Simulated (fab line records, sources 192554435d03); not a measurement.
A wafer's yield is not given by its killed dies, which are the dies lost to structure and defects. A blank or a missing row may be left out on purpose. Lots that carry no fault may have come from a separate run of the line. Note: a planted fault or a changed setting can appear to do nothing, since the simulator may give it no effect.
Matching of chambers / flow n5-finfet / N5_BEOL_M6_ETCH_66 on rie-diel-03: 4 sister chambers
The step etches SOC in N2/H2, target depth 80 nm, overetch 16 nm, time 120 s. 4 wafers are shown with their chamber, then 8 later ones without.

EACH WAFER AND ITS CHAMBER
wafer=L088.1; chamber=1; showerhead-plenum-p-Torr (Torr)=2.57
wafer=L088.3; chamber=3; showerhead-plenum-p-Torr (Torr)=2.69
wafer=L088.4; chamber=2; showerhead-plenum-p-Torr (Torr)=2.53
wafer=L090.1; chamber=0; showerhead-plenum-p-Torr (Torr)=2.52

WAFERS WITH NO CHAMBER GIVEN
wafer=L090.2; showerhead-plenum-p-Torr (Torr)=2.56
wafer=L090.5; showerhead-plenum-p-Torr (Torr)=2.56
wafer=L094.2; showerhead-plenum-p-Torr (Torr)=2.56
wafer=L094.3; showerhead-plenum-p-Torr (Torr)=2.52
wafer=L094.5; showerhead-plenum-p-Torr (Torr)=2.56
wafer=L097.1; showerhead-plenum-p-Torr (Torr)=2.68
wafer=L097.3; showerhead-plenum-p-Torr (Torr)=2.56
wafer=L097.5; showerhead-plenum-p-Torr (Torr)=2.52

THE CHAMBER EACH PASSED THROUGH
wafer=L090.2; from the rows above=1; in truth=1
wafer=L090.5; from the rows above=1; in truth=1
wafer=L094.2; from the rows above=1; in truth=1
wafer=L094.3; from the rows above=can't be placed: 0 or 2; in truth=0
wafer=L094.5; from the rows above=1; in truth=1
wafer=L097.1; from the rows above=3; in truth=3
wafer=L097.3; from the rows above=1; in truth=1
wafer=L097.5; from the rows above=can't be placed: 0 or 2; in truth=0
Correct placement for 6 of the 8. Can't be placed from these rows: 2 (the true chamber is among the candidates in 2). Wrongly placed: 0.
How it was worked out, from the rows above alone: a wafer's distance from a chamber is the root of the sum, over the readings, of the square of ((its reading less the chamber's mean) divided by the reading's scatter). If the next closest chamber is less than 2 further off than the closest, the wafer can't be placed; otherwise it belongs to the closest. A chamber's mean is the mean of its shown wafers. The scatter (one wafer shown for each chamber): square how far every hidden wafer sits from the nearest shown wafer, average those squares and take the square root.
